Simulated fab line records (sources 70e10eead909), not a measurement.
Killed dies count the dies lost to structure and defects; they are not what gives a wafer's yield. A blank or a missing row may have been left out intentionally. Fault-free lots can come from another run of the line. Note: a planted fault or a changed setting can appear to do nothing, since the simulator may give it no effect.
Chamber matching | flow nand-harc | NHARC_A_STAIRCASE_DEP_151 on pecvd-01 has 3 sister chambers
The step deposits SiO2, target thk 3800 nm. 6 wafers are shown with their chamber, then 10 later ones without.

WAFERS WITH THEIR CHAMBER
wafer  | chamber | heater-power-outer-w (W) | heater-power-w (W)
L081.1 | 2       | 502                      | 763
L084.4 | 2       | 418                      | 648
L085.1 | 1       | 414                      | 692
L085.4 | 1       | 314                      | 587
L088.2 | 0       | 503                      | 876
L088.4 | 0       | 389                      | 714

WAFERS WHOSE CHAMBER IS MISSING
wafer  | heater-power-outer-w (W) | heater-power-w (W)
L088.5 | 414                      | 639
L086.1 | 433                      | 788
L086.3 | 514                      | 751
L086.6 | 416                      | 652
L090.2 | 489                      | 856
L090.5 | 318                      | 585
L090.6 | 415                      | 644
L094.1 | 412                      | 713
L094.2 | 440                      | 754
L094.4 | 320                      | 581

THE CHAMBER EACH PASSED THROUGH
wafer  | from the rows above          | in truth
L088.5 | can't be placed: 1 or 2 or 0 | 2
L086.1 | can't be placed: 0 or 2 or 1 | 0
L086.3 | can't be placed: 2 or 0 or 1 | 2
L086.6 | can't be placed: 1 or 2 or 0 | 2
L090.2 | can't be placed: 0 or 2      | 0
L090.5 | can't be placed: 1 or 2      | 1
L090.6 | can't be placed: 1 or 2 or 0 | 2
L094.1 | can't be placed: 2 or 0 or 1 | 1
L094.2 | can't be placed: 0 or 2 or 1 | 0
L094.4 | can't be placed: 1 or 2      | 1
Correct placement for 0 of the 10. From these rows, 10 cannot be placed; in 10 the true chamber is one of the candidates. Wrongly placed: 0.
How it was worked out, from the rows above alone: a wafer's distance from a chamber is the root of the sum, over the readings, of the square of ((its reading less the chamber's mean) divided by the reading's scatter). The wafer belongs to the nearest chamber; if the next one is less than 2 further off, it can't be placed. The mean given for a chamber averages the wafers shown for that chamber. The scatter: the root of (the sum of the squares of (reading less its chamber's mean) over the shown wafers, divided by (wafers less chambers)).
